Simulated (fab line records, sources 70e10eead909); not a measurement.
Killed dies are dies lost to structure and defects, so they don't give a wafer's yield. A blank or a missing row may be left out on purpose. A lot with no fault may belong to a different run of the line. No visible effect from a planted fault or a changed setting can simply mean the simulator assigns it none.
Which tool is to blame? / flow nand harc / 12 lots with 36 wafers sampled at 5 steps, on a route of 1302 steps

== WHAT THE GAUGES READ, wafer by wafer ==
NHARC_END_SORT_01.
lot=L473; measured=day 27 18:48; on=prober-02; killed at array=153 103 125; killed at other=2 1 0; killed at periphery=1 2 7; killed dies=156 106 132; killed open=2 3 2; killed short=4 2 2

== TOOL THAT RAN EACH LOT (tool first, then ch and the chambers of the sampled wafers, then the start) ==
lot=L466; NHARC_A_WL_FILL_CVD_03=cvd w-02 ch 0,1, day 20 07:56; NHARC_THIN_TSV_ETCH_44=rie diel-04 ch 1,3, day 23 21:21; NHARC_THIN_TSV_DEGAS_49=pvd sputter-03, day 23 23:56; NHARC_THIN_TSV_CMP_21=cmp-04 ch 0,1, day 24 01:29
lot=L465; NHARC_A_WL_FILL_CVD_03=cvd w-01 ch 0,1, day 20 11:06; NHARC_THIN_TSV_ETCH_44=rie diel-05 ch 0,2,3, day 23 18:32; NHARC_THIN_TSV_DEGAS_49=pvd sputter-03, day 23 21:04; NHARC_THIN_TSV_CMP_21=cmp-03 ch 1,2,3, day 23 22:38
lot=L468; NHARC_A_WL_FILL_CVD_03=cvd w-01 ch 0,1, day 21 02:23; NHARC_THIN_TSV_ETCH_44=rie diel-12 ch 0,1, day 24 08:01; NHARC_THIN_TSV_DEGAS_49=pvd sputter-01, day 24 10:32; NHARC_THIN_TSV_CMP_21=cmp-02 ch 1,2, day 24 12:03
lot=L470; NHARC_A_WL_FILL_CVD_03=cvd w-02 ch 0,1, day 23 01:40; NHARC_THIN_TSV_ETCH_44=rie diel-04 ch 0,2,3, day 26 09:54; NHARC_THIN_TSV_DEGAS_49=pvd sputter-02, day 26 12:27; NHARC_THIN_TSV_CMP_21=cmp-02 ch 2,3, day 26 15:43
lot=L473; NHARC_A_WL_FILL_CVD_03=cvd w-02 ch 0,1, day 23 21:40; NHARC_THIN_TSV_ETCH_44=rie diel-04 ch 0,3, day 27 05:31; NHARC_THIN_TSV_DEGAS_49=pvd sputter-01, day 27 08:02; NHARC_THIN_TSV_CMP_21=cmp-04 ch 0,2,3, day 27 09:37
lot=L481; NHARC_A_WL_FILL_CVD_03=cvd w-02 ch 0,1, day 27 02:41; NHARC_THIN_TSV_ETCH_44=rie diel-12 ch 0,1,3, day 30 14:58; NHARC_THIN_TSV_DEGAS_49=pvd sputter-02, day 30 17:34; NHARC_THIN_TSV_CMP_21=cmp-02 ch 0,2,3, day 30 19:07
lot=L483; NHARC_A_WL_FILL_CVD_03=cvd w-01 ch 0,1, day 27 15:00; NHARC_THIN_TSV_ETCH_44=rie diel-05 ch 0,2, day 31 03:47; NHARC_THIN_TSV_DEGAS_49=pvd sputter-02, day 31 06:25; NHARC_THIN_TSV_CMP_21=cmp-03 ch 0,2,3, day 31 08:01
lot=L484; NHARC_A_WL_FILL_CVD_03=cvd w-01 ch 0,1, day 27 18:43; NHARC_THIN_TSV_ETCH_44=rie diel-12 ch 0,1,2, day 31 04:56; NHARC_THIN_TSV_DEGAS_49=pvd sputter-03, day 31 07:28; NHARC_THIN_TSV_CMP_21=cmp-04 ch 0,1,2, day 31 09:04
lot=L486; NHARC_A_WL_FILL_CVD_03=cvd w-02 ch 0,1, day 28 20:39; NHARC_THIN_TSV_ETCH_44=rie diel-05 ch 0,1,3, day 32 02:59; NHARC_THIN_TSV_DEGAS_49=pvd sputter-02, day 32 05:45; NHARC_THIN_TSV_CMP_21=cmp-02 ch 1,2,3, day 32 07:16
lot=L485; NHARC_A_WL_FILL_CVD_03=cvd w-01 ch 0,1, day 28 20:47; NHARC_THIN_TSV_ETCH_44=rie diel-05 ch 0,3, day 32 12:00; NHARC_THIN_TSV_DEGAS_49=pvd sputter-03, day 32 14:33; NHARC_THIN_TSV_CMP_21=cmp-03 ch 2,3, day 32 16:05
lot=L488; NHARC_A_WL_FILL_CVD_03=cvd w-01 ch 0,1, day 29 03:52; NHARC_THIN_TSV_ETCH_44=rie diel-12 ch 0,2,3, day 32 13:12; NHARC_THIN_TSV_DEGAS_49=pvd sputter-03, day 32 15:43; NHARC_THIN_TSV_CMP_21=cmp-04 ch 0,1,3, day 32 17:16
lot=L487; NHARC_A_WL_FILL_CVD_03=cvd w-01 ch 0,1, day 29 11:27; NHARC_THIN_TSV_ETCH_44=rie diel-04 ch 1,2,3, day 32 20:27; NHARC_THIN_TSV_DEGAS_49=pvd sputter-03, day 32 22:52; NHARC_THIN_TSV_CMP_21=cmp-02 ch 1,2,3, day 33 00:23
- NHARC_A_WL_FILL_CVD_03: deposits W, target thk 40 nm, time 279 s.
- NHARC_THIN_TSV_ETCH_44: etches the open film in CF4/O2, target depth 1594.2 nm, time 797.1 s.
- NHARC_THIN_TSV_DEGAS_49: time 120 s.
- NHARC_THIN_TSV_CMP_21: polishes, t overpolish 30 s, target thk 2000 nm.

== AS READ BY THE TOOLS THEMSELVES (means over the sampled wafers that have a number; for cases with no such wafer, the mark the record gives instead) ==
NHARC_A_WL_FILL_CVD_03.
lot=L466; tool=cvd w-02; heater power w (W)=455; mfc wf6 sccm (sccm)=39.90; throttle valve pct (%)=7.9
lot=L465; tool=cvd w-01; heater power w (W)=485; mfc wf6 sccm (sccm)=40.05; throttle valve pct (%)=8.0
lot=L468; tool=cvd w-01; heater power w (W)=498; mfc wf6 sccm (sccm)=39.96; throttle valve pct (%)=7.9
lot=L470; tool=cvd w-02; heater power w (W)=481; mfc wf6 sccm (sccm)=40.01; throttle valve pct (%)=7.9
lot=L473; tool=cvd w-02; heater power w (W)=480; mfc wf6 sccm (sccm)=39.96; throttle valve pct (%)=7.9
lot=L481; tool=cvd w-02; heater power w (W)=463; mfc wf6 sccm (sccm)=40.01; throttle valve pct (%)=8.0
lot=L483; tool=cvd w-01; heater power w (W)=497; mfc wf6 sccm (sccm)=39.99; throttle valve pct (%)=8.1
lot=L484; tool=cvd w-01; heater power w (W)=507; mfc wf6 sccm (sccm)=40.01; throttle valve pct (%)=7.9
lot=L486; tool=cvd w-02; heater power w (W)=454; mfc wf6 sccm (sccm)=39.96; throttle valve pct (%)=7.9
lot=L485; tool=cvd w-01; heater power w (W)=494; mfc wf6 sccm (sccm)=39.97; throttle valve pct (%)=8.2
lot=L488; tool=cvd w-01; heater power w (W)=507; mfc wf6 sccm (sccm)=39.90; throttle valve pct (%)=7.9
lot=L487; tool=cvd w-01; heater power w (W)=499; mfc wf6 sccm (sccm)=39.93; throttle valve pct (%)=8.2

NHARC_THIN_TSV_ETCH_44.
lot=L466; tool=rie diel-04; drypump motor current A (A)=6.1; o2 flow sccm (sccm)=10.018; oes product au (a.u.)=1.004; rf vpp V (V)=793; showerhead plenum p Torr (Torr)=1.80; throttle valve pct (%)=16.914
lot=L465; tool=rie diel-05; drypump motor current A (A)=5.5; o2 flow sccm (sccm)=10.019; oes product au (a.u.)=0.994; rf vpp V (V)=798; showerhead plenum p Torr (Torr)=1.89; throttle valve pct (%)=16.908
lot=L468; tool=rie diel-12; drypump motor current A (A)=5.4; o2 flow sccm (sccm)=9.989; oes product au (a.u.)=1.021; rf vpp V (V)=789; showerhead plenum p Torr (Torr)=1.75; throttle valve pct (%)=16.918
lot=L470; tool=rie diel-04; drypump motor current A (A)=5.7; o2 flow sccm (sccm)=9.990; oes product au (a.u.)=0.995; rf vpp V (V)=793; showerhead plenum p Torr (Torr)=1.80; throttle valve pct (%)=16.921
lot=L473; tool=rie diel-04; drypump motor current A (A)=5.9; o2 flow sccm (sccm)=9.992; oes product au (a.u.)=0.988; rf vpp V (V)=790; showerhead plenum p Torr (Torr)=1.77; throttle valve pct (%)=16.912
lot=L481; tool=rie diel-12; drypump motor current A (A)=5.4; o2 flow sccm (sccm)=10.007; oes product au (a.u.)=1.002; rf vpp V (V)=789; showerhead plenum p Torr (Torr)=1.74; throttle valve pct (%)=16.913
lot=L483; tool=rie diel-05; drypump motor current A (A)=5.5; o2 flow sccm (sccm)=9.999; oes product au (a.u.)=0.988; rf vpp V (V)=800; showerhead plenum p Torr (Torr)=1.93; throttle valve pct (%)=16.903
lot=L484; tool=rie diel-12; drypump motor current A (A)=5.4; o2 flow sccm (sccm)=9.982; oes product au (a.u.)=1.001; rf vpp V (V)=790; showerhead plenum p Torr (Torr)=1.76; throttle valve pct (%)=16.917
lot=L486; tool=rie diel-05; drypump motor current A (A)=5.6; o2 flow sccm (sccm)=9.982; oes product au (a.u.)=1.003; rf vpp V (V)=797; showerhead plenum p Torr (Torr)=1.89; throttle valve pct (%)=16.921
lot=L485; tool=rie diel-05; drypump motor current A (A)=5.9; o2 flow sccm (sccm)=10.034; oes product au (a.u.)=0.990; rf vpp V (V)=797; showerhead plenum p Torr (Torr)=1.88; throttle valve pct (%)=16.924
lot=L488; tool=rie diel-12; drypump motor current A (A)=5.4; o2 flow sccm (sccm)=10.020; oes product au (a.u.)=1.012; rf vpp V (V)=789; showerhead plenum p Torr (Torr)=1.75; throttle valve pct (%)=16.929
lot=L487; tool=rie diel-04; drypump motor current A (A)=5.8; o2 flow sccm (sccm)=9.994; oes product au (a.u.)=1.009; rf vpp V (V)=793; showerhead plenum p Torr (Torr)=1.82; throttle valve pct (%)=16.917

NHARC_THIN_TSV_DEGAS_49.
lot=L466; tool=pvd sputter-03; heater power w (W)=421
lot=L465; tool=pvd sputter-03; heater power w (W)=424
lot=L468; tool=pvd sputter-01; heater power w (W)=489
lot=L470; tool=pvd sputter-02; heater power w (W)=468
lot=L473; tool=pvd sputter-01; heater power w (W)=508
lot=L481; tool=pvd sputter-02; heater power w (W)=464
lot=L483; tool=pvd sputter-02; heater power w (W)=445
lot=L484; tool=pvd sputter-03; heater power w (W)=470
lot=L486; tool=pvd sputter-02; heater power w (W)=466
lot=L485; tool=pvd sputter-03; heater power w (W)=498
lot=L488; tool=pvd sputter-03; heater power w (W)=474
lot=L487; tool=pvd sputter-03; heater power w (W)=459

NHARC_THIN_TSV_CMP_21.
lot=L466; tool=cmp-04; motor current A (A)=10.7; overpolish run s (s)=30.004
lot=L465; tool=cmp-03; motor current A (A)=11.3; overpolish run s (s)=30.003
lot=L468; tool=cmp-02; motor current A (A)=11.8; overpolish run s (s)=29.991
lot=L470; tool=cmp-02; motor current A (A)=13.2; overpolish run s (s)=30.001
lot=L473; tool=cmp-04; motor current A (A)=10.8; overpolish run s (s)=29.999
lot=L481; tool=cmp-02; motor current A (A)=12.6; overpolish run s (s)=30.009
lot=L483; tool=cmp-03; motor current A (A)=12.6; overpolish run s (s)=29.996
lot=L484; tool=cmp-04; motor current A (A)=10.4; overpolish run s (s)=29.993
lot=L486; tool=cmp-02; motor current A (A)=12.5; overpolish run s (s)=30.000
lot=L485; tool=cmp-03; motor current A (A)=10.3; overpolish run s (s)=29.995
lot=L488; tool=cmp-04; motor current A (A)=11.1; overpolish run s (s)=29.999
lot=L487; tool=cmp-02; motor current A (A)=12.3; overpolish run s (s)=29.996

== THE ANSWER, worked out from the rows above alone ==
Rule: the lots themselves supply what counts as usual. Put in order of their means at a reading, lots are off if they are a third of the lots or fewer, leave a main group of 4 or more, and stand apart from it by a gap of 3 or more times the standard deviation of the main group's means; of several such gaps the widest counts. Not used: any main group whose means are identical at the precision the tables above print for the reading. Also off: a lot with no number at a reading for which 4 or more lots have one. All remaining lots with rows at the step are treated as sound. The gauges are gone through in route order, then the tools' own readings, and for those a lot's mean is taken as printed above. The first step at which some lot is off is used, and at that step the reading that is off furthest; a lot without a number counts as furthest.
No lot is off on any of the readings shown, so nothing can be concluded from this.

== WHAT THE SIMULATOR HAD INSERTED ==
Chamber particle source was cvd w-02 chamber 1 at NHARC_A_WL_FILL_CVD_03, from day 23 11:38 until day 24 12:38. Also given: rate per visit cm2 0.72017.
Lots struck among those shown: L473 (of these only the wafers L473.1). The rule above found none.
